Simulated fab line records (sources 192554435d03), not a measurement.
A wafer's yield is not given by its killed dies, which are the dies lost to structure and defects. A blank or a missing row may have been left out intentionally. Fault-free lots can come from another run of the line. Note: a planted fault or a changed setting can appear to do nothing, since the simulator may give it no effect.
Chamber matching	flow n5-finfet	3 sister chambers for N5_BEOL_M8_CURE_74 on uv-cure-03
The step cures SiCOH lowk, time 240 s. 6 wafers are shown with their chamber, then 11 later ones without.

## WAFERS PAIRED WITH THEIR CHAMBERS
wafer	chamber	wafer_temp_C_max	lamp-power-pct (%)
L077.5	0	386.6	52.20
L082.4	1	386.7	52.34
L082.5	1	386.3	52.43
L083.4	2	386.5	52.36
L083.5	2	386.3	52.27
L085.2	0	386.5	52.35

## WAFERS WHOSE CHAMBER IS MISSING
wafer	wafer_temp_C_max	lamp-power-pct (%)
L085.3	386.4	52.31
L085.4	386.6	52.35
L086.1	386.9	52.17
L086.3	386.9	52.22
L086.5	387.1	52.42
L090.2	386.4	52.34
L090.3	386.9	52.30
L090.5	386.7	52.23
L097.3	386.3	52.36
L097.5	385.9	52.26
L097.6	385.9	52.28

## WHICH CHAMBER EACH WENT THROUGH
wafer	from the rows above	in truth
L085.3	can't be placed: 2 or 0 or 1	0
L085.4	can't be placed: 1 or 0 or 2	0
L086.1	can't be placed: 0 or 2 or 1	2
L086.3	can't be placed: 0 or 2 or 1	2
L086.5	can't be placed: 1 or 0 or 2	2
L090.2	can't be placed: 2 or 1 or 0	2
L090.3	can't be placed: 0 or 1 or 2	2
L090.5	can't be placed: 0 or 2 or 1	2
L097.3	can't be placed: 2 or 1 or 0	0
L097.5	can't be placed: 2 or 0 or 1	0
L097.6	can't be placed: 2 or 1 or 0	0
Correct placement for 0 of the 11. These rows do not allow placing 11 (true chamber among the candidates in 11). Placed wrongly: 0.
How it was worked out, from the rows above alone: a wafer's distance from a chamber is the root of the sum, over the readings, of the square of ((its reading less the chamber's mean) divided by the reading's scatter). If the next closest chamber is less than 2 further off than the closest, the wafer can't be placed; otherwise it belongs to the closest. The mean given for a chamber averages the wafers shown for that chamber. The scatter: the root of (the sum of the squares of (reading less its chamber's mean) over the shown wafers, divided by (wafers less chambers)).
